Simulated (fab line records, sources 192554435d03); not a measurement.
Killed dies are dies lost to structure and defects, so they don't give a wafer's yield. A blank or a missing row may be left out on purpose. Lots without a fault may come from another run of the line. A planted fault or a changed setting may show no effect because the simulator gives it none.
fab line records | flow n5_finfet
record lots=5 wafers=13 last_day=17
route steps=1938 shown BEOL_M1@831 BEOL_M2@841 BEOL_M4@1111
lots that met no fault: from a run of the same line without faults
start_h: hours from the record's first day to the start of the lot's first wafer shown | wait_h: hours since the lot's step before | " the same as in the row above | L1.1+2: a row that stands for several wafers | - no value, or no start given | * or withheld: withheld | < > ~ a bound
route shown NAME@n: a module of which the file shows steps, and the number in the route of the first | usual: mean/standard deviation of fault-free wafers | same: alike in all rows | chamber/n: place in a boat | sites: the reading at each site | _std_site: their standard deviation | _edge_site: outer sites' mean less inner sites' | radius_mm: how far each site lies from the wafer's centre | mask NAME#n: copy n | behind: the tool/chamber that last shaped the wafer | hold: why the lot was held/for how many hours/how that ended | device: the transistor (n, p or np) that didn't switch | end of line: the same wafers' tests at the end of the route | a step without rows: its recipe alone | killed: dies lost to structure and defects at the first sort, not the wafer's yield | map: a wafer's dies, x killed, . not, _ none there
set.NAME: the setting as run; set.NAME@STEP: as run at that earlier step | model.NAME: the simulator's own value behind a step, which no gauge read
lots at some steps of the route; a table a step, a row a wafer
services: from which hour (start_h, from the record's first day; less than 0 if before it) a tool's chamber was out of use, for how many hours, and why
## steps
# step N5_BEOL_M1_ECD_50
# recipe material=Cu target_thk_a=3000
# step N5_BEOL_M1_ANNEAL_51
# recipe temp_c=225 time_s=90 ambient=N2
# step N5_BEOL_M1_CMP_52
# recipe stop_on=SiOC t_overpolish_s=6.8 down_force_psi=1 platen_rpm=50 clearing_platen_down_force_psi=1.5 clearing_platen_rpm=50 post_cmp_clean=cu_alkaline target_thk_nm=40 clearing_platen_pad_velocity_m_s=0.99484 pad_velocity_m_s=0.99484
# step N5_BEOL_M1_PRE_CLEAN_60
# recipe gas=NH3/H2 time_s=15 temp_c=* rf_power_w=300
# step N5_BEOL_M1_CO_CAP_55
# recipe material=Co target_thk_a=20 temp_c=200 precursor=CCTBA/H2 pressure_torr=30 time_s=102.1
# step N5_BEOL_M1_PRE_CLEAN_56
# recipe gas=NH3 time_s=15 temp_c=withheld rf_power_w=300
# step N5_BEOL_M1_DEP_57
# recipe material=SiCN target_thk_a=80 temp_c=withheld precursor=3MS/NH3 pressure_torr=3 rf_w=202 time_s=14
# step N5_BEOL_M2_ILD_DEP_00
# recipe material=SiOC target_thk_a=790 temp_c=350 precursor=DEMS/O2 pressure_torr=5 rf_w=500 time_s=15.3
# step N5_BEOL_M2_PECVD_72
# recipe material=SiO2 target_thk_a=160 temp_c=400 precursor=TEOS/O2 pressure_torr=5.5 rf_w=450 teos_flow_sccm=53.8 gas=O2 flow_sccm=3000 time_s=18
# usual heater_power_w=715/86 showerhead_plenum_p_Torr=8.77/0.081 throttle_valve_pct=22.0/0.99
# columns lot.wafer tool chamber start_h wait_h heater_power_w showerhead_plenum_p_Torr throttle_valve_pct model.SiO2_of_BEOL_M2_PECVD_72.thk_nm
L304.2 pecvd-01 0 184.59 0.0 683 8.65 22.7 15.8
L304.4 " 2 " " 623 8.76 19.6 16.4
L304.6 " 0 " " 688 8.63 22.9 15.8
L306.1 pecvd-01 0 188.71 0.0 653 8.65 22.6 15.8
L306.4 " 2 " " 615 8.75 20.0 13.8
L308.5 pecvd-01 1 204.41 0.1 645 8.74 22.5 13.6
L308.6 " 0 " " 652 8.66 22.5 15.6
L309.3 pecvd-01 1 206.01 0.0 630 8.72 22.4 16
L309.4 " 1 " " 636 8.73 22.6 13.8
L309.6 " 2 " " 632 8.77 19.8 16.2
L317.2 pecvd-03 0 246.57 0.0 900 8.71 22.3 15.8
L317.3 " 1 " " 737 8.73 21.9 15.8
L317.5 " 2 " " 920 8.80 22.3 15.6
# step N5_BEOL_M2_HM_DEP_02
# recipe material=TiN target_thk_a=200 temp_c=25 chamber_pressure_pa=0.49996
# step N5_BEOL_M2_COAT_61
# recipe resist=SOC temp_c=250 time_s=60 spin_rpm=1500 resist_thk_nm=60
# step N5_BEOL_M2_COAT_62
# recipe resist=SiARC temp_c=220 time_s=60 spin_rpm=1500 resist_thk_nm=12
# step N5_BEOL_M2_COAT_73
# recipe resist=underlayer temp_c=205 time_s=60 spin_rpm=1500 resist_thk_nm=5
# step N5_BEOL_M2_COAT_05
# recipe resist=CAR-EUV spin_rpm=1500 resist_thk_nm=30
# step N5_BEOL_M2_EBR_07
# recipe solvent=PGMEA ebr_width_mm=1.5
# step N5_BEOL_M2_SOFTBAKE_06
# recipe temp_c=110 time_s=60 resist=CAR-EUV
# step N5_BEOL_M2_EXPOSE_08
# recipe mask_id=M2 na=0.33 source_shape=dipole sigma_inner=0.369 sigma_outer=0.767 polarization=unpolarized dose_mj=41.25
# step N5_BEOL_M2_PEB_09
# recipe peb_temp_c=100 peb_time_s=60 resist=CAR-EUV
# step N5_BEOL_M2_DEVELOP_10
# recipe develop_time_s=30 developer=TMAH resist=CAR-EUV rinse_liquid=surfactant_rinse dry=air_spin dev_temp_c=23
# step N5_BEOL_M2_DESCUM_16
# recipe chemistry=O2 time_s=7 source_power_w=50 bias_power_w=20 pressure_mtorr=20 rf_frequency_hz=2.712e+07 temp_c=40 resist=CAR-EUV o2_flow_sccm=225
# step N5_BEOL_M2_ETCH_74
# recipe chemistry=N2/H2 target=underlayer target_depth_a=65 mask_material=CAR-EUV time_s=5.2 ion_energy_ev=200 pressure_mtorr=30 source_w=840 bias_w=150 n2_flow_sccm=200 h2_flow_sccm=200 ends=cleared
# step N5_BEOL_M2_ETCH_63
# recipe chemistry=CF4 target=SiARC target_depth_a=156 mask_material=CAR-EUV time_s=26 ion_energy_ev=80 pressure_mtorr=40 source_w=545 bias_w=36 Ar_flow_sccm=100 cf4_flow_sccm=100 ends=cleared
# step N5_BEOL_M2_ETCH_64
# recipe chemistry=N2/H2 target=SOC target_depth_a=750 overetch_a=225 mask_material=SiARC temp_c=40 time_s=121.9 ion_energy_ev=200 pressure_mtorr=30 source_w=840 bias_w=150 n2_flow_sccm=200 h2_flow_sccm=200
# step N5_BEOL_M2_STRIP_65
# recipe chemistry=N2/H2 temp_c=40 n2_flow_sccm=200 h2_flow_sccm=200 rf_frequency_hz=6e+07
# step N5_BEOL_M2_STRIP_75
# recipe chemistry=N2/H2 temp_c=40 n2_flow_sccm=200 h2_flow_sccm=200 rf_frequency_hz=6e+07
# step N5_BEOL_M2_STRIP_66
# recipe chemistry=CF4 resist=SiARC power_w=300 bias_power_w=75 pressure_mtorr=50 cf4_flow_sccm=150 rf_frequency_hz=6e+07
# step N5_BEOL_M2_HM_OPEN_17
# recipe chemistry=Cl2/BCl3 target_depth_a=200 overetch_a=60 target=TiN mask_material=SOC ion_energy_ev=150 pressure_mtorr=10 icp_w=1000 bias_w=126 Cl2_flow_sccm=53.25 bcl3_flow_sccm=21.75 Ar_flow_sccm=25
# step N5_BEOL_M2_STRIP_19
# recipe chemistry=O2 power_w=400 temp_c=40 pressure_mtorr=30 rf_frequency_hz=6e+07 bias_power_w=0 overash_fraction=0.2 o2_flow_sccm=225
# step N5_BEOL_M2_COAT_67
# recipe resist=SOC temp_c=250 time_s=60 spin_rpm=1500 resist_thk_nm=60
# step N5_BEOL_M2_COAT_68
# recipe resist=SiARC temp_c=220 time_s=60 spin_rpm=1500 resist_thk_nm=12
# step N5_BEOL_M2_COAT_76
# recipe resist=underlayer temp_c=205 time_s=60 spin_rpm=1500 resist_thk_nm=5
# step N5_BEOL_M2_COAT_22
# recipe resist=CAR-EUV spin_rpm=1500 resist_thk_nm=30
# step N5_BEOL_M2_EBR_24
# recipe solvent=PGMEA ebr_width_mm=1.5
# step N5_BEOL_M2_SOFTBAKE_23
# recipe temp_c=110 time_s=60 resist=CAR-EUV
# step N5_BEOL_M2_HM_STRIP_39
# recipe chemistry=peroxide_tin_strip material=TiN target_depth_a=250 temp_c=50 time_s=158
# columns lot.wafer tool chamber start_h wait_h model.SiO2_of_BEOL_M2_PECVD_72.thk_nm
L304.2+6 wet_bench-03 6,7 189.95 0.0 15.6
L304.4 " 1 " " 16.4
L306.1 wet_bench-01 1 193.21 0.0 15.6
L306.4 " 4 " " 13.6
L308.5 wet_bench-01 4 208.34 0.0 13.4
L308.6 " 1 " " 15.4
L309.3 wet_bench-01 1 211.07 0.0 15.8
L309.4 " 0 " " 13.6
L309.6 " 6 " " 16
L317.2+3 wet_bench-02 1,6 257.81 0.0 15.6
L317.5 " 3 " " 15.4
# step N5_BEOL_M2_CMP_52
# recipe stop_on=SiOC t_overpolish_s=6.8 down_force_psi=1 platen_rpm=50 clearing_platen_down_force_psi=1.5 clearing_platen_rpm=50 post_cmp_clean=cu_alkaline target_thk_nm=40 clearing_platen_pad_velocity_m_s=0.99484 pad_velocity_m_s=0.99484
# usual barrier_field_endpoint_s=24.5/0.67 edge_zone_pressure_frac=0.999/0.0052 motor_current_A=5.9/0.53 slurry_filter_dp_kPa=13.49/0.14
# columns lot.wafer tool chamber start_h wait_h barrier_field_endpoint_s edge_zone_pressure_frac motor_current_A slurry_filter_dp_kPa
L304.2 cmp-01 3 193.60 0.3 25.8 1.003 5.4 13.35
L304.4 " 0 " " 26.0 0.994 6.8 13.46
L304.6 " 2 " " 24.8 0.988 5.2 13.44
L306.4 cmp-01 0 196.71 0.2 22.1 1.003 6.5 13.75
L306.1 " 1 " " 24.5 0.986 7.0 13.52
L308.5 cmp-04 2 211.57 0.2 22.3 1.005 6.1 13.56
L308.6 " 3 " " 24.2 0.992 5.9 13.31
L309.3 cmp-04 2 214.74 0.2 24.9 0.998 6.2 13.71
L309.4 " 0 " " 22.4 1.004 6.2 13.45
L309.6 " 2 " " 25.0 0.997 5.9 13.42
L317.2 cmp-04 1 261.45 0.3 24.8 1.008 6.0 13.60
L317.3 " 2 " " 24.5 0.996 5.9 13.35
L317.5 " 1 " " 24.0 1.002 5.8 13.50
# step N5_BEOL_M4_RC_MEAS_101
# usual DIBL_N=36.0/1.7 DIBL_P=36.0/2 IOFF_N=0.156/0.028 IOFF_P=0.21/0.04 ION_N=673/12 ION_P=463/8.3 SS_N=71.4/0.6 SS_P=73.3/0.66 VT_N=250/3 VT_P=-250/3.8
# columns lot.wafer tool chamber start_h wait_h DIBL_N[mV/V] DIBL_P[mV/V] IOFF_N[nA/um] IOFF_P[nA/um] ION_N[uA/um] ION_P[uA/um] SS_N[mV/dec] SS_P[mV/dec] VT_N[mV] VT_P[mV]
L304.2 prober-01 0 209.64 0.2 35.6 34.4 0.140 0.19 680 467 72.3 72.9 249 -255
L304.4 " 0 " " 36.7 35.7 0.151 0.20 672 460 71.5 73.1 252 -249
L304.6 " 0 " " 38.4 37.1 0.189 0.22 681 459 72.7 73.4 249 -253
L306.1 prober-02 0 216.26 0.0 37.0 36.3 0.172 0.20 684 466 72.0 73.8 248 -253
L306.4 " 0 " " 35.2 34.8 0.135 0.18 681 468 71.1 72.6 252 -254
L308.5 prober-01 0 236.75 0.6 35.6 34.7 0.146 0.21 670 463 71.4 73.2 252 -252
L308.6 " 0 " " 36.8 36.5 0.187 0.26 696 485 71.3 73.8 244 -246
L309.3 prober-02 0 239.08 0.3 34.1 34.7 0.139 0.23 678 474 70.7 73.0 250 -246
L309.4 " 0 " " 34.8 35.9 0.168 0.25 685 480 71.6 73.5 245 -245
L309.6 " 0 " " 36.1 37.3 0.177 0.29 666 469 71.5 73.5 246 -244
L317.2 prober-01 0 300.94 0.2 33.8 32.6 0.125 0.16 667 461 70.6 73.0 252 -252
L317.3 " 0 " " 35.0 33.8 0.134 0.17 661 449 71.3 74.0 253 -253
L317.5 " 0 " " 33.8 31.9 0.133 0.15 670 455 70.6 72.8 251 -254
## services
# columns tool chamber start_h hours kind
pecvd-01 0 166.99 2.1 scheduled_down
cmp-04 - 176.96 4.8 pm
pecvd-03 0 188.27 5.0 repair
pecvd-03 0 202.08 2.1 scheduled_down
cmp-01 - 221.34 4.7 pm
cmp-04 - 223.57 4.0 pm
cmp-04 - 227.57 - consumable_replace:conditioner
cmp-04 - 227.57 - consumable_replace:pad
pecvd-03 - 230.62 5.5 pm
cmp-04 - 247.54 5.0 repair
## key
first_sign step=N5_BEOL_M2_CMP_52 reading=barrier_field_endpoint_s direction=down sigmas=3.3 usual=24.5 struck=22.3
effect none on later readings
model_effect step=N5_BEOL_M2_PECVD_72 value=SiO2_of_BEOL_M2_PECVD_72.thk_nm without=16.13 struck=13.73
model_effect step=N5_BEOL_M2_HM_STRIP_39 value=SiO2_of_BEOL_M2_PECVD_72.thk_nm without=15.93 struck=13.53
met_at N5_BEOL_M2_PECVD_72
struck_wafers L306.4,L308.5,L309.4
onset_between 184.59 188.71
fault kind=process_parameter_drift tool=pecvd-01 chamber=- onset_h=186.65 steps=N5_BEOL_M2_PECVD_72 channel=time_s offset=* shape=step end_h=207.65 scope=struck_wafers_only acts_in=* stated=*
